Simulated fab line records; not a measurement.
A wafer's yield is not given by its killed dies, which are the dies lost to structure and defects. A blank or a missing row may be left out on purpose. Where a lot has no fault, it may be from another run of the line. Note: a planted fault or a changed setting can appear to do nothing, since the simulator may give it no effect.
Tool commonality check	flow nand harc	13 lots and 45 wafers in the sample

WHY IT WAS OPENED
At NHARC_A_ONON_D1_THK_MEAS_27 the reading thk nm is flagged on 2 of 13 lots. No-fault wafers: 999 nm, standard deviation 9.8.
Rule: flag the lot when none of its wafers has a number, or when each of its wafers that has one lies beyond 4 standard deviations from that mean. All remaining lots are regarded as sound.

lot	measured	on	thk nm (nm), wafer by wafer	flag
L352	day 8 07:13	film metro-02	998 997 996	
L353	day 8 07:14	film metro-01	1002 1001 1001	
L354	day 8 22:20	film metro-02	992 995 992	
L356	day 9 18:15	film metro-01	1009 1007 1007	
L357	day 10 00:55	film metro-02	1004 1001 1003	
L358	day 10 18:48	film metro-01	1003 1002 999	
L359	day 11 05:13	film metro-01	997 995 994	
L360	day 11 21:25	film metro-01	997 996 998	
L363	day 13 03:31	film metro-01	998 998 1000	
L366	day 14 08:25	film metro-02	670 671 670 668 671 669	FLAGGED
L369	day 15 04:13	film metro-02	682 680 682 682 682 681	FLAGGED
L370	day 15 18:16	film metro-01	1007 1008 1007	
L375	day 17 22:19	film metro-02	1011 1012 1011	
The mean of the flagged lots' numbers is 676 nm, -323 nm from the usual (-33 standard deviations).

WHICH TOOL RAN EACH LOT
The record keeps 1 process step preceding the reading, out of 1302 steps on the route. In each cell: the tool, then ch and the chambers that the sampled wafers went through, then the start.
lot	flag	NHARC_A_ONON_D1_DEP_25
L352		pecvd onon-04 ch 0, day 8 06:43
L353		pecvd onon-03 ch 0, day 8 06:44
L354		pecvd onon-04 ch 0, day 8 21:50
L356		pecvd onon-03 ch 0, day 9 17:51
L357		pecvd onon-03 ch 0, day 10 00:25
L358		pecvd onon-04 ch 0, day 10 18:21
L359		pecvd onon-03 ch 0, day 11 04:49
L360		pecvd onon-02 ch 0, day 11 21:01
L363		pecvd onon-04 ch 0, day 13 03:11
L366	FLAGGED	pecvd onon-03 ch 0, day 14 08:02
L369	FLAGGED	pecvd onon-03 ch 0, day 15 03:42
L370		pecvd onon-04 ch 0, day 15 17:52
L375		pecvd onon-02 ch 0, day 17 21:48
What is done by these steps:
- NHARC_A_ONON_D1_DEP_25: target thk 1000 nm.
- NHARC_A_ONON_D1_THK_MEAS_27: measures by ellipsometry.

FLAGGED AGAINST TOTAL, ONE TOOL AT A TIME (gauges that did the reading follow at the end)
step	tool	lots run	flagged	share of the flagged lots	sound lots run after its first flagged lot
NHARC_A_ONON_D1_DEP_25	pecvd onon-02	2	0	none	-
NHARC_A_ONON_D1_DEP_25	pecvd onon-03	6	2	all	0
NHARC_A_ONON_D1_DEP_25	pecvd onon-04	5	0	none	-
NHARC_A_ONON_D1_THK_MEAS_27	film metro-01	7	0	none	-
NHARC_A_ONON_D1_THK_MEAS_27	film metro-02	6	2	all	1 (L375)

WHAT THE TABLE ALLOWS
Every flagged lot went through 2 rows of the table: pecvd onon-03 at NHARC_A_ONON_D1_DEP_25 and film metro-02 at NHARC_A_ONON_D1_THK_MEAS_27.
- pecvd onon-03 at NHARC_A_ONON_D1_DEP_25: 2 of its 6 lots flagged. Last sound lot L359 at day 11 04:49, first flagged lot L366 at day 14 08:02; a fault beginning in between fits.
- film metro-02 at NHARC_A_ONON_D1_THK_MEAS_27: 2 of its 6 lots flagged. Sound lots ran on it after the first flagged one (L375), which a lasting fault on the whole tool wouldn't allow.
Just one tool remains: pecvd onon-03 at NHARC_A_ONON_D1_DEP_25.

WHAT THE SIMULATOR PUT IN
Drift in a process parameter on pecvd onon-03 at NHARC_A_ONON_D1_DEP_25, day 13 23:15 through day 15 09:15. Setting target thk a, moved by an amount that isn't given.
Lots struck among those shown: L366, L369. The rule above reached the same finding.
